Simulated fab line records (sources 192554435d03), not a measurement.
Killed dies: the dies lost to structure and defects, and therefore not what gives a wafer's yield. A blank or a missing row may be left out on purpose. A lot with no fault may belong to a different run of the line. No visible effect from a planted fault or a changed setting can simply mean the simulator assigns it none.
fab line records    flow n5Finfet
record lots=7  wafers=39
route steps=1938 shown ZERO_LAYER@11 PMOS_HMC_CHANNEL_EPI@57 SD_EPI_P@312 BEOL_M1@770 BEOL_M8@1332 BEOL_M9@1460
startH: start of the lot's first displayed wafer, in hours after the record's first day    waitH: how many hours have passed since the lot's step before this one    " repeats the value in the row above    L1.1+2: one row covering several wafers at once    - either no value or no given start    * or withheld: withheld    < > ~ a bound
route shown NAME@n: names a module that has steps shown in the file, with the first one's number in the route    usual: the fault-free wafers' mean and standard deviation    same: alike in all rows    chamber/n: place in a boat    sites: readings site by site    _std_site: the values' standard deviation    _edge_site: mean of outer sites minus mean of inner sites    radiusMm: for every site, how far away it sits from the centre of the wafer    mask NAME#n: copy n    behind: tool/chamber where the wafer was last shaped    hold: the reason the lot was held/the length of the hold in hours/how it ended    device: the n, p or np transistor that did not switch    end of line: tests run on the same wafers once the route is complete    step lacking rows: just its recipe    killed: at the first sort, the dies lost to defects and structure; wafer yield is something else    map: per-die view of a wafer (x killed, . not killed, _ where there is no die)
set.NAME: the setting the step ran with; set.NAME@STEP: the setting that earlier step ran with    model.NAME: the simulator's own value behind a step, which no gauge read
lots with deliberately changed settings; one table per step, one row per wafer
## steps
# step N5_ZERO_LAYER_DEVELOP_10
# recipe developTimeS=60  rinseLiquid=diw  dry=airSpin  devTempC=21
lot.wafer         tool           chamber  startH  waitH  set.developTimeS
L085.1+2+3        lithoTrack-02  0        -       -      69.84
L085.4+5+6        "              0        "       "      60
L087.1+3+6        lithoTrack-02  0        -       -      78.89
L087.2+4+5        "              0        "       "      60
L090.1+4+5        lithoTrack-03  0        -       -      60
L090.2+3+6        "              0        "       "      40.24
L091.1+3+5        lithoTrack-03  0        -       -      26.69
L091.2+4+6        "              0        "       "      60
L092.1+2+3        lithoTrack-03  0        -       -      60
L092.4+5+6        "              0        "       "      89.7
L093.1+2+3+4+5+6  lithoTrack-02  0        -       -      60
L096.1+2+5        lithoTrack-02  0        -       -      60
# step N5_ZERO_LAYER_HARDBAKE_23
# recipe tempC=130  timeS=120
# step N5_ZERO_LAYER_CD_MEAS_11
# recipe targetCdNm=2000  landingEnergyEv=500  detector=seInlens
# usual cdNm=2000.3/2.1
lot.wafer  tool      chamber  startH  waitH  set.developTimeS@ZERO_LAYER_DEVELOP_10  cdNm
L085.1     cdSem-02  0        78.78   -      69.84                                   1998.8
L085.2     "         0        "       "      69.84                                   2001.7
L085.3     "         0        "       "      69.84                                   2000.6
L085.4     "         0        "       "      60                                      1998.9
L085.5     "         0        "       "      60                                      2000.1
L085.6     "         0        "       "      60                                      2002.5
L087.1     cdSem-02  0        90.82   -      78.89                                   2007.7
L087.2     "         0        "       "      60                                      1996.4
L087.3     "         0        "       "      78.89                                   2005.5
L087.4     "         0        "       "      60                                      1997.6
L087.5     "         0        "       "      60                                      1996.3
L087.6     "         0        "       "      78.89                                   2003.9
L090.1     cdSem-01  0        108.66  -      60                                      2002.9
L090.2     "         0        "       "      40.24                                   1990.0
L090.3     "         0        "       "      40.24                                   1993.4
L090.4     "         0        "       "      60                                      2001.9
L090.5     "         0        "       "      60                                      2000.4
L090.6     "         0        "       "      40.24                                   1991.9
L091.1     cdSem-01  0        114.77  -      26.69                                   1982.9
L091.2     "         0        "       "      60                                      1998.6
L091.3     "         0        "       "      26.69                                   1982.8
L091.4     "         0        "       "      60                                      2000.6
L091.5     "         0        "       "      26.69                                   1982.0
L091.6     "         0        "       "      60                                      2000.1
L092.1     cdSem-03  0        120.68  -      60                                      2000.0
L092.2     "         0        "       "      60                                      1997.6
L092.3     "         0        "       "      60                                      1999.4
L092.4     "         0        "       "      89.7                                    2007.3
L092.5     "         0        "       "      89.7                                    2008.7
L092.6     "         0        "       "      89.7                                    2004.8
L093.1     cdSem-01  0        126.66  -      60                                      2000.0
L093.2     "         0        "       "      60                                      2001.7
L093.3     "         0        "       "      60                                      1996.6
L093.4     "         0        "       "      60                                      1997.9
L093.5     "         0        "       "      60                                      1999.4
L093.6     "         0        "       "      60                                      1998.5
L096.1     cdSem-03  0        144.77  -      60                                      2000.0
L096.2     "         0        "       "      60                                      2002.7
L096.5     "         0        "       "      60                                      1999.8
# step N5_ZERO_LAYER_DESCUM_16
# recipe chemistry=O2  timeS=7.9  sourcePowerW=50  biasPowerW=20  pressureMtorr=20  rfFrequencyHz=2.712e+07  tempC=40  o2FlowSccm=225
lot.wafer  tool        chamber  startH  waitH  set.developTimeS@ZERO_LAYER_DEVELOP_10  model.ZERO_LAYER.cdNm
L085.1     rieDiel-04  1        78.82   0.0    69.84                                   1999
L085.2     "           0        "       "      69.84                                   2002
L085.3     "           2        "       "      69.84                                   2001
L085.4+5   "           3        "       "      60                                      2000
L085.6     "           2        "       "      60                                      2003
L087.1     rieDiel-04  0        91.04   0.2    78.89                                   2008
L087.2     "           1        "       "      60                                      1996
L087.3     "           3        "       "      78.89                                   2005
L087.4+5   "           2        "       "      60                                      1997
L087.6     "           3        "       "      78.89                                   2004
L090.1     rieDiel-05  0        108.70  0.0    60                                      2003
L090.2     "           1        "       "      40.24                                   1990
L090.3     "           3        "       "      40.24                                   1993
L090.4     "           2        "       "      60                                      2002
L090.5     "           1        "       "      60                                      2000
L090.6     "           2        "       "      40.24                                   1992
L091.1+3   rieDiel-05  2,1      114.81  0.0    26.69                                   1983
L091.2     "           0        "       "      60                                      1998
L091.4     "           3        "       "      60                                      2000
L091.5     "           0        "       "      26.69                                   1982
L091.6     "           1        "       "      60                                      -
L092.1     rieDiel-04  2        120.72  0.0    60                                      -
L092.2     "           0        "       "      60                                      1997
L092.3     "           3        "       "      60                                      1999
L092.4     "           1        "       "      89.7                                    2007
L092.5     "           0        "       "      89.7                                    2009
L092.6     "           1        "       "      89.7                                    2005
L093.1     rieDiel-04  2        126.77  0.1    60                                      2000
L093.2     "           0        "       "      60                                      2002
L093.3     "           3        "       "      60                                      1997
L093.4+6   "           1,0      "       "      60                                      1998
L093.5     "           3        "       "      60                                      1999
L096.1+5   rieDiel-05  2,1      144.81  0.0    60                                      2000
L096.2     "           1        "       "      60                                      2003
# step N5_PMOS_HMC_CHANNEL_EPI_HM_DEP_34
# recipe material=SiO2  targetThkA=360  tempC=400  precursor=TEOS/O2  pressureTorr=6.5  rfW=900  teosFlowSccm=161.4  gas=O2  flowSccm=2650  timeS=6.9
lot.wafer  tool      chamber  startH  waitH  set.targetThkA  model.SiO2_of_PMOS_HMC_CHANNEL_EPI_HM_DEP_34.thkNm
L085.1     pecvd-02  2        83.89   0.0    360             36.97
L085.2     "         0        "       "      360             35.94
L085.3     "         1        "       "      533.2           53.44
L085.4     "         1        "       "      360             36.73
L085.5     "         2        "       "      533.2           54.71
L085.6     "         0        "       "      533.2           53.76
L087.1     pecvd-03  2        95.37   0.0    234.8           23.09
L087.2     "         1        "       "      234.8           23.16
L087.3     "         0        "       "      360             35.39
L087.4     "         2        "       "      234.8           23.78
L087.5     "         0        "       "      360             35.72
L087.6     "         1        "       "      360             36.21
L090.1     pecvd-03  2        114.27  0.0    360             35.68
L090.2     "         1        "       "      360             35.33
L090.3     "         0        "       "      360             35.55
L090.4     "         1        "       "      360             35.84
L090.5     "         2        "       "      360             36.24
L090.6     "         0        "       "      360             35.91
L091.1     pecvd-03  2        119.19  0.0    360             35.85
L091.2     "         0        "       "      360             34.78
L091.3     "         1        "       "      491.5           48.24
L091.4     "         1        "       "      491.5           49.09
L091.5     "         0        "       "      491.5           48.78
L091.6     "         2        "       "      360             36.25
L092.1     pecvd-01  2        127.44  0.0    360             36.47
L092.2     "         0        "       "      548.7           54.76
L092.3     "         1        "       "      360             35.87
L092.4     "         1        "       "      360             36.73
L092.5     "         2        "       "      548.7           55.75
L092.6     "         0        "       "      548.7           55.36
L093.1     pecvd-01  2        132.88  0.0    360             35.72
L093.2     "         0        "       "      360             35.53
L093.3     "         1        "       "      472.7           46.97
L093.4     "         0        "       "      360             36.59
L093.5     "         1        "       "      472.7           48.02
L093.6     "         2        "       "      472.7           47.51
L096.1     pecvd-03  1        148.97  0.0    360             35.65
L096.2     "         2        "       "      360             35.54
L096.5     "         1        "       "      360             36.21
# step N5_SD_EPI_P_ETCH_16
# recipe chemistry=CHF3/O2  target=SiO2  targetDepthA=50  maskMaterial=SOC  pressureMtorr=30  sourceW=650  biasW=170  Ar_flow_sccm=200  CHF3_flow_sccm=50  O2_flow_sccm=5  ionEnergyEv=200
lot.wafer   tool        chamber  startH  waitH  set.targetDepthA  model.etch.depthNm
L085.1      rieDiel-05  1        128.33  0.1    50                4.821
L085.2      "           3        "       "      50                4.902
L085.3      "           0        "       "      50                5.059
L085.4      "           3        "       "      50                4.966
L085.5      "           0        "       "      50                5.03
L085.6      "           1        "       "      50                4.777
L087.1      rieDiel-05  2        135.52  0.1    50                4.923
L087.2      "           3        "       "      50                4.938
L087.3      "           1        "       "      50                4.788
L087.4      "           0        "       "      50                5.026
L087.5      "           0        "       "      50                5.062
L087.6      "           3        "       "      50                4.971
L090.1      rieDiel-03  3        152.85  0.1    50                4.992
L090.2      "           2        "       "      71.04             7.161
L090.3      "           0        "       "      71.04             7.063
L090.4      "           1        "       "      50                5.056
L090.5      "           1        "       "      71.04             7.214
L090.6      "           2        "       "      50                4.98
L091.1+4+6  rieDiel-04  2,0,3    160.33  0.1    50                5.014
L091.2      "           1        "       "      63.23             6.243
L091.3      "           3        "       "      63.23             6.291
L091.5      "           0        "       "      63.23             6.359
L092.1      rieDiel-04  3        165.68  0.1    75.13             7.566
L092.2      "           0        "       "      50                5.043
L092.3      "           2        "       "      50                5.046
L092.4      "           1        "       "      75.13             7.519
L092.5      "           3        "       "      75.13             7.58
L092.6      "           0        "       "      50                5.04
L093.1      rieDiel-03  0        172.94  0.1    23.89             2.35
L093.2      "           2        "       "      50                5.009
L093.3      "           1        "       "      50                4.997
L093.4      "           1        "       "      50                4.999
L093.5      "           2        "       "      23.89             2.385
L093.6      "           0        "       "      23.89             2.37
L096.1      rieDiel-05  2        186.71  0.1    50                4.911
L096.2      "           0        "       "      50                5.045
L096.5      "           0        "       "      50                5.016
# step N5_BEOL_M1_ETCH_64
# recipe chemistry=N2/H2  target=SOC  targetDepthA=750  overetchA=150  maskMaterial=SiARC  tempC=40  timeS=112.5  ionEnergyEv=200  pressureMtorr=30  sourceW=840  biasW=150  n2FlowSccm=200  h2FlowSccm=200
lot.wafer     tool        chamber  startH  waitH  set.timeS  model.SiARC_of_BEOL_M1_COAT_62.thkNm  model.BEOL_M1.cdOffsetNm
L085.1+5      rieDiel-03  3        194.28  0.0    112.5      6.6                                   0.2
L085.2        "           2        "       "      176.1      4                                     1.2
L085.3+4      "           1,2      "       "      176.1      3.8                                   1.2
L085.6        "           1        "       "      112.5      6.8                                   -0.2
L087.1        rieDiel-04  2        200.36  0.0    112.5      6.8                                   0.2
L087.2        "           0        "       "      112.5      6.6                                   0
L087.3        "           1        "       "      112.5      7                                     -0.2
L087.4        "           3        "       "      112.5      6.8                                   0
L087.5        "           1        "       "      112.5      7                                     -0.4
L087.6        "           0        "       "      112.5      6.6                                   0.2
L090.1        rieDiel-05  2        217.17  0.0    112.5      6.8                                   -0.2
L090.2        "           0        "       "      112.5      6.8                                   0.2
L090.3        "           3        "       "      69.82      8.6                                   -0.4
L090.4        "           2        "       "      69.82      8.8                                   -1
L090.5        "           3        "       "      112.5      6.6                                   0
L090.6        "           0        "       "      69.82      8.8                                   -0.6
L091.1        rieDiel-05  3        226.20  0.0    80.11      8.2                                   -0.4
L091.2        "           2        "       "      80.11      8.4                                   -1
L091.3        "           0        "       "      112.5      6.8                                   0.4
L091.4        "           0        "       "      80.11      8.2                                   -0.6
L091.5        "           3        "       "      112.5      6.6                                   0.2
L091.6        "           2        "       "      112.5      6.8                                   -0.2
L092.1        rieDiel-03  2        228.85  0.0    80.15      8.4                                   -0.8
L092.2        "           3        "       "      80.15      8.2                                   -0.6
L092.3        "           1        "       "      112.5      6.8                                   0
L092.4        "           0        "       "      80.15      8.2                                   -0.2
L092.5        "           1        "       "      112.5      6.8                                   -0.2
L092.6        "           2        "       "      112.5      7                                     0
L093.1+2+4+5  rieDiel-05  2,0,2,0  237.25  0.0    112.5      6.8                                   0
L093.3+6      "           3        "       "      112.5      6.6                                   0.2
L096.1        rieDiel-05  1        255.31  0.0    112.5      7                                     0
L096.2        "           0        "       "      112.5      6.8                                   0.2
L096.5        "           1        "       "      112.5      7                                     0.2
# step N5_BEOL_M1_STRIP_65
# recipe chemistry=N2/H2  tempC=40  n2FlowSccm=200  h2FlowSccm=200  rfFrequencyHz=6e+07
# step N5_BEOL_M1_STRIP_75
# recipe chemistry=N2/H2  tempC=40  n2FlowSccm=200  h2FlowSccm=200  rfFrequencyHz=6e+07
# step N5_BEOL_M1_STRIP_66
# recipe chemistry=CF4  resist=SiARC  powerW=300  biasPowerW=75  pressureMtorr=50  cf4FlowSccm=150  rfFrequencyHz=6e+07
# step N5_BEOL_M1_HM_OPEN_17
# recipe chemistry=Cl2/BCl3  targetDepthA=200  overetchA=60  target=TiN  maskMaterial=SOC  ionEnergyEv=150  pressureMtorr=10  icpW=1000  biasW=126  Cl2_flow_sccm=53.25  bcl3FlowSccm=21.75  Ar_flow_sccm=25
lot.wafer   tool         chamber  startH  waitH  set.timeS@BEOL_M1_ETCH_64  model.etch.depthNm
L085.1      rieMetal-01  0        194.45  0.0    112.5                      20.25
L085.2      "            1        "       "      176.1                      13.93
L085.3      "            1        "       "      176.1                      14.01
L085.4      "            0        "       "      176.1                      14.4
L085.5      "            0        "       "      112.5                      20.23
L085.6      "            1        "       "      112.5                      20.48
L087.1      rieMetal-01  1        200.53  0.0    112.5                      20.18
L087.2      "            0        "       "      112.5                      20.05
L087.3      "            0        "       "      112.5                      20.1
L087.4+5+6  "            1,0,1    "       "      112.5                      20.35
L090.1      rieMetal-03  0        217.34  0.0    112.5                      20.44
L090.2      "            1        "       "      112.5                      20.21
L090.3      "            0        "       "      69.82                      20.59
L090.4      "            1        "       "      69.82                      20.49
L090.5      "            0        "       "      112.5                      20.28
L090.6      "            1        "       "      69.82                      20.61
L091.1      rieMetal-01  0        226.37  0.0    80.11                      19.81
L091.2      "            0        "       "      80.11                      20.3
L091.3      "            0        "       "      112.5                      19.62
L091.4      "            0        "       "      80.11                      19.65
L091.5      "            0        "       "      112.5                      19.87
L091.6      "            0        "       "      112.5                      19.82
L092.1      rieMetal-03  1        229.01  0.0    80.15                      19.85
L092.2      "            0        "       "      80.15                      20.07
L092.3      "            0        "       "      112.5                      19.87
L092.4      "            1        "       "      80.15                      20.06
L092.5      "            0        "       "      112.5                      19.94
L092.6      "            1        "       "      112.5                      20.05
L093.1      rieMetal-03  0        237.42  0.0    112.5                      20.44
L093.2      "            1        "       "      112.5                      20.13
L093.3      "            0        "       "      112.5                      19.96
L093.4      "            1        "       "      112.5                      20.02
L093.5      "            1        "       "      112.5                      20.19
L093.6      "            0        "       "      112.5                      20.18
L096.1      rieMetal-02  0        255.47  0.0    112.5                      20.38
L096.2      "            1        "       "      112.5                      20.16
L096.5      "            0        "       "      112.5                      20.11
# step N5_BEOL_M8_ILD_DEP_00
# recipe material=SiCOH_lowk  targetThkA=1797.5  tempC=300  precursor=DEMS/porogen  pressureTorr=5  rfW=500  timeS=33.4
lot.wafer  tool      chamber  startH  waitH  set.targetThkA  model.SiCOH_lowk_of_BEOL_M8_ILD_DEP_00.thkNm
L085.1     pecvd-03  0        255.05  0.0    1797.5          178.4
L085.2     "         1        "       "      1797.5          177.2
L085.3     "         2        "       "      1797.5          177.4
L085.4     "         2        "       "      1797.5          181
L085.5     "         0        "       "      1797.5          180.8
L085.6     "         1        "       "      1797.5          180.4
L087.1     pecvd-02  0        278.57  0.0    1052            104.8
L087.2     "         1        "       "      1797.5          177.4
L087.3     "         2        "       "      1797.5          177.2
L087.4     "         2        "       "      1052            105.8
L087.5     "         1        "       "      1797.5          180.4
L087.6     "         0        "       "      1052            106
L090.1     pecvd-04  0        295.90  0.0    1797.5          180.2
L090.2     "         1        "       "      1797.5          176.8
L090.3     "         2        "       "      1797.5          177.2
L090.4     "         0        "       "      1301            129.4
L090.5     "         2        "       "      1301            128.8
L090.6     "         1        "       "      1301            130.2
L092.1     pecvd-02  2        304.33  0.0    1797.5          177.8
L092.2     "         0        "       "      1797.5          175.8
L092.3     "         1        "       "      1797.5          176.2
L092.4     "         2        "       "      1313            132.2
L092.5     "         1        "       "      1313            133.6
L092.6     "         0        "       "      1313            128.6
L093.1     pecvd-03  2        310.91  0.0    1797.5          177.8
L093.2     "         1        "       "      1797.5          177.4
L093.3     "         1        "       "      1797.5          179.6
L093.4     "         2        "       "      1797.5          180.2
L093.5     "         2        "       "      1797.5          180.6
L093.6     "         1        "       "      1797.5          179.2
L091.1     pecvd-02  1        316.26  0.0    1797.5          179.2
L091.2     "         0        "       "      1797.5          177
L091.3     "         2        "       "      2351            232
L091.4     "         0        "       "      2351            236.2
L091.5     "         2        "       "      2351            234.8
L091.6     "         1        "       "      1797.5          182.4
L096.1     pecvd-02  2        339.74  0.0    1797.5          178.4
L096.2     "         0        "       "      1797.5          177.4
L096.5     "         1        "       "      1797.5          181.6
# step N5_BEOL_M8_CURE_74
# recipe tempC=385  timeS=240  ambient=He/Ar  material=SiCOH_lowk
lot.wafer  tool       chamber  startH  waitH  set.targetThkA@BEOL_M8_ILD_DEP_00  model.SiCOH_lowk_of_BEOL_M8_ILD_DEP_00.thkNm
L085.1     uvCure-01  2        255.11  0.0    1797.5                             153.8
L085.2+3   "          2        "       "      1797.5                             152.8
L085.4     "          2        "       "      1797.5                             156.2
L085.5     "          2        "       "      1797.5                             155.8
L085.6     "          2        "       "      1797.5                             155.6
L087.1     uvCure-02  0        278.64  0.0    1052                               90
L087.2+3   "          0        "       "      1797.5                             152.8
L087.4     "          0        "       "      1052                               90.8
L087.5     "          0        "       "      1797.5                             155.6
L087.6     "          0        "       "      1052                               91
L090.1     uvCure-01  0        295.97  0.0    1797.5                             155.4
L090.2     "          0        "       "      1797.5                             152.4
L090.3     "          0        "       "      1797.5                             152.8
L090.4     "          0        "       "      1301                               111.2
L090.5     "          0        "       "      1301                               110.6
L090.6     "          0        "       "      1301                               112
L092.1     uvCure-02  0        304.40  0.0    1797.5                             153.2
L092.2     "          0        "       "      1797.5                             151.6
L092.3     "          0        "       "      1797.5                             151.8
L092.4     "          0        "       "      1313                               113.6
L092.5     "          0        "       "      1313                               114.8
L092.6     "          0        "       "      1313                               110.6
L093.1     uvCure-02  2        311.18  0.3    1797.5                             153.4
L093.2     "          2        "       "      1797.5                             152.8
L093.3     "          2        "       "      1797.5                             155
L093.4     "          2        "       "      1797.5                             155.4
L093.5     "          2        "       "      1797.5                             155.8
L093.6     "          2        "       "      1797.5                             154.6
L091.1     uvCure-02  2        316.33  0.0    1797.5                             154.6
L091.2     "          2        "       "      1797.5                             152.6
L091.3     "          2        "       "      2351                               200.6
L091.4     "          2        "       "      2351                               204.4
L091.5     "          2        "       "      2351                               203
L091.6     "          2        "       "      1797.5                             157.4
L096.1     uvCure-01  1        339.81  0.0    1797.5                             153.8
L096.2     "          1        "       "      1797.5                             152.8
L096.5     "          1        "       "      1797.5                             156.6
# step N5_BEOL_M8_THK_MEAS_01
# recipe reads=SiCOH_lowk_of_BEOL_M8_ILD_DEP_00
# usual M8_ILD_THK=154.4/1.9
lot.wafer  tool          chamber  startH  waitH  set.targetThkA@BEOL_M8_ILD_DEP_00  M8_ILD_THK[nm]
L085.1     filmMetro-01  -        255.63  0.4    1797.5                             153.9
L085.2     "             -        "       "      1797.5                             152.6
L085.3     "             -        "       "      1797.5                             152.9
L085.4     "             -        "       "      1797.5                             156.2
L085.5     "             -        "       "      1797.5                             155.9
L085.6     "             -        "       "      1797.5                             155.6
L087.1     filmMetro-01  -        279.15  0.4    1052                               90.0
L087.2     "             -        "       "      1797.5                             152.9
L087.3     "             -        "       "      1797.5                             152.7
L087.4     "             -        "       "      1052                               90.8
L087.5     "             -        "       "      1797.5                             155.7
L087.6     "             -        "       "      1052                               91.1
L090.1     filmMetro-01  -        296.48  0.4    1797.5                             155.6
L090.2     "             -        "       "      1797.5                             152.5
L090.3     "             -        "       "      1797.5                             152.7
L090.4     "             -        "       "      1301                               111.3
L090.5     "             -        "       "      1301                               110.7
L090.6     "             -        "       "      1301                               111.9
L092.1     filmMetro-02  -        304.91  0.4    1797.5                             153.3
L092.2     "             -        "       "      1797.5                             151.5
L092.3     "             -        "       "      1797.5                             151.8
L092.4     "             -        "       "      1313                               113.7
L092.5     "             -        "       "      1313                               114.9
L092.6     "             -        "       "      1313                               110.5
L093.1     filmMetro-02  -        311.71  0.4    1797.5                             153.2
L093.2     "             -        "       "      1797.5                             152.8
L093.3     "             -        "       "      1797.5                             154.9
L093.4     "             -        "       "      1797.5                             155.4
L093.5     "             -        "       "      1797.5                             155.7
L093.6     "             -        "       "      1797.5                             154.5
L091.1     filmMetro-01  -        316.84  0.4    1797.5                             154.5
L091.2     "             -        "       "      1797.5                             152.5
L091.3     "             -        "       "      2351                               200.4
L091.4     "             -        "       "      2351                               204.4
L091.5     "             -        "       "      2351                               203.2
L091.6     "             -        "       "      1797.5                             157.1
L096.1     filmMetro-01  -        340.32  0.4    1797.5                             153.9
L096.2     "             -        "       "      1797.5                             152.8
L096.5     "             -        "       "      1797.5                             156.7
# step N5_BEOL_M9_CVD_78
# recipe material=Co  targetThkA=20  tempC=withheld  precursor=CCTBA/H2  pressureTorr=30  timeS=138.9
lot.wafer     tool      chamber  startH  waitH  set.targetThkA  model.Co_of_BEOL_M9_CVD_78.thkNm
L085.1+2+5    cvdCo-02  2,0,2    270.09  0.0    20              2
L085.3+4      "         1,0      "       "      13.58           1.2
L085.6        "         1        "       "      13.58           1
L087.1+3      cvdCo-01  0,2      295.43  0.0    20              2
L087.2        "         1        "       "      13.45           1
L087.4        "         0        "       "      13.45           1.2
L087.5        "         1        "       "      20              1.8
L087.6        "         2        "       "      13.45           1.4
L090.1+2+5+6  cvdCo-02  2,1,2,1  308.59  0.1    20              1.8
L090.3+4      "         0        "       "      20              2
L092.1+3+5    cvdCo-01  0,1,2    318.01  0.1    16.41           1.6
L092.2+6      "         2,0      "       "      20              2
L092.4        "         1        "       "      20              1.8
L093.1        cvdCo-02  1        325.46  0.0    12.11           1.2
L093.2+5      "         0        "       "      12.11           1.4
L093.3        "         2        "       "      20              1.8
L093.4+6      "         1,2      "       "      20              2
L091.1        cvdCo-02  2        327.78  0.3    20              1.8
L091.2        "         0        "       "      28.15           2.8
L091.3        "         1        "       "      28.15           2.6
L091.4+5      "         2,1      "       "      20              2
L091.6        "         0        "       "      28.15           3
L096.1+2      cvdCo-01  2,0      353.05  0.0    20              1.8
L096.5        "         2        "       "      20              2
## key
split step=N5_ZERO_LAYER_DEVELOP_10  setting=developTimeS  stated=60  by=wafer
response step=N5_ZERO_LAYER_CD_MEAS_11  reading=cdNm  change=+0.248  per=1%  r=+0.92
response step=N5_ZERO_LAYER_DESCUM_16  reading=model.ZERO_LAYER.cdNm  change=+0.252  per=1%  r=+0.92
split step=N5_PMOS_HMC_CHANNEL_EPI_HM_DEP_34  setting=targetThkA  stated=360  by=wafer
response step=N5_PMOS_HMC_CHANNEL_EPI_HM_DEP_34  reading=model.SiO2_of_PMOS_HMC_CHANNEL_EPI_HM_DEP_34.thkNm  change=+0.361  per=1%  r=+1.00
split step=N5_SD_EPI_P_ETCH_16  setting=targetDepthA  stated=50  by=wafer
response step=N5_SD_EPI_P_ETCH_16  reading=model.etch.depthNm  change=+0.0502  per=1%  r=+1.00
split step=N5_BEOL_M1_ETCH_64  setting=timeS  stated=112.5  by=wafer
response step=N5_BEOL_M1_ETCH_64  reading=model.SiARC_of_BEOL_M1_COAT_62.thkNm  change=-0.0506  per=1%  r=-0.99
response step=N5_BEOL_M1_ETCH_64  reading=model.BEOL_M1.cdOffsetNm  change=+0.02  per=1%  r=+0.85
response step=N5_BEOL_M1_HM_OPEN_17  reading=model.etch.depthNm  shape=bent  atLowest=20.56  atStated=20.15  atHighest=14.12
split step=N5_BEOL_M8_ILD_DEP_00  setting=targetThkA  stated=1797.5  by=wafer
response step=N5_BEOL_M8_ILD_DEP_00  reading=model.SiCOH_lowk_of_BEOL_M8_ILD_DEP_00.thkNm  change=+1.75  per=1%  r=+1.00
response step=N5_BEOL_M8_CURE_74  reading=model.SiCOH_lowk_of_BEOL_M8_ILD_DEP_00.thkNm  change=+1.52  per=1%  r=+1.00
response step=N5_BEOL_M8_THK_MEAS_01  reading=M8_ILD_THK  change=+1.52  per=1%  r=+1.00
split step=N5_BEOL_M9_CVD_78  setting=targetThkA  stated=20  by=wafer
response step=N5_BEOL_M9_CVD_78  reading=model.Co_of_BEOL_M9_CVD_78.thkNm  change=+0.0207  per=1%  r=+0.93
